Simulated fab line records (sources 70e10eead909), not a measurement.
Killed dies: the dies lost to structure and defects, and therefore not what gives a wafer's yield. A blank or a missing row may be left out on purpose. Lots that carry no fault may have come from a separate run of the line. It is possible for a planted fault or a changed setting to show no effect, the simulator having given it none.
Chamber matching | flow nand-harc | 4 sister chambers for NHARC_A_CHANNEL_HOLE_D1_ETCH_44 on rie-diel-07
The step etches the open film in CF4/O2, target depth 140 nm, overetch 14 nm, time 77 s. 18 wafers are shown with their chamber, then 9 later ones without.

== WAFERS, EACH WITH ITS CHAMBER ==
wafer  | chamber | showerhead-plenum-p-Torr (Torr) | drypump-motor-current-A (A) | oes-product-au (a.u.)
L320.1 | 1       | 1.35                            | 6.4                         | 0.983
L320.4 | 0       | 1.42                            | 6.1                         | 0.980
L320.5 | 3       | 1.37                            | 6.1                         | 0.994
L319.3 | 3       | 1.37                            | 6.1                         | 0.998
L319.4 | 1       | 1.35                            | 6.4                         | 0.989
L319.5 | 3       | 1.37                            | 6.1                         | 1.001
L321.1 | 3       | 1.37                            | 6.1                         | 1.001
L321.3 | 2       | 1.25                            | 5.7                         | 1.008
L321.4 | 0       | 1.42                            | 6.1                         | 0.973
L322.2 | 1       | 1.35                            | 6.4                         | 0.986
L322.4 | 3       | 1.36                            | 6.1                         | 1.010
L322.6 | 2       | 1.25                            | 5.8                         | 1.020
L325.1 | 1       | 1.34                            | 6.4                         | 1.003
L325.2 | 2       | 1.25                            | 5.7                         | 1.016
L325.3 | 3       | 1.36                            | 6.1                         | 1.004
L327.1 | 3       | 1.36                            | 6.1                         | 1.010
L327.3 | 1       | 1.34                            | 6.4                         | 0.995
L327.4 | 2       | 1.25                            | 5.7                         | 1.000

SIGNATURES (averages over the wafers above)
reading                  | chamber 0 | chamber 1 | chamber 2 | chamber 3 | scatter within a chamber
showerhead-plenum-p-Torr | 1.4200    | 1.3460    | 1.2500    | 1.3657    | 0.00456
drypump-motor-current-A  | 6.100     | 6.400     | 5.725     | 6.100     | 0.0231
oes-product-au           | 0.97650   | 0.99120   | 1.01100   | 1.00257   | 0.0072
Rule: for each reading, subtract the chamber's mean from the wafer's reading, divide by that reading's scatter and square the result; add these up over the readings and take the root, which gives the wafer's distance from the chamber. If the next closest chamber is less than 2 further off than the closest, the wafer can't be placed; otherwise it belongs to the closest. The scatter: take each reading less its chamber's mean, square it, sum over the shown wafers, divide by the number of wafers less the number of chambers, and take the root.

== WAFERS WITH NO CHAMBER GIVEN ==
wafer  | showerhead-plenum-p-Torr (Torr) | drypump-motor-current-A (A) | oes-product-au (a.u.)
L328.2 | 1.34                            | 6.4                         | 0.993
L328.4 | 1.25                            | 5.7                         | 1.011
L328.5 | 1.34                            | 6.4                         | 0.993
L338.1 | 1.36                            | 6.1                         | 0.989
L338.5 | 1.34                            | 6.4                         | 1.005
L338.6 | 1.25                            | 5.7                         | 1.015
L339.1 | 1.42                            | 6.1                         | 0.992
L339.4 | 1.24                            | 5.7                         | 1.011
L339.6 | 1.25                            | 5.7                         | 1.001

== WHICH CHAMBER EACH WENT THROUGH ==
wafer  | from the rows above | in truth
L328.2 | 1                   | 1
L328.4 | 2                   | 2
L328.5 | 1                   | 1
L338.1 | 3                   | 3
L338.5 | 1                   | 1
L338.6 | 2                   | 2
L339.1 | 0                   | 0
L339.4 | 2                   | 2
L339.6 | 2                   | 2
9 of 9 placed correctly. Number that these rows cannot place: 0. 0 placed wrongly.
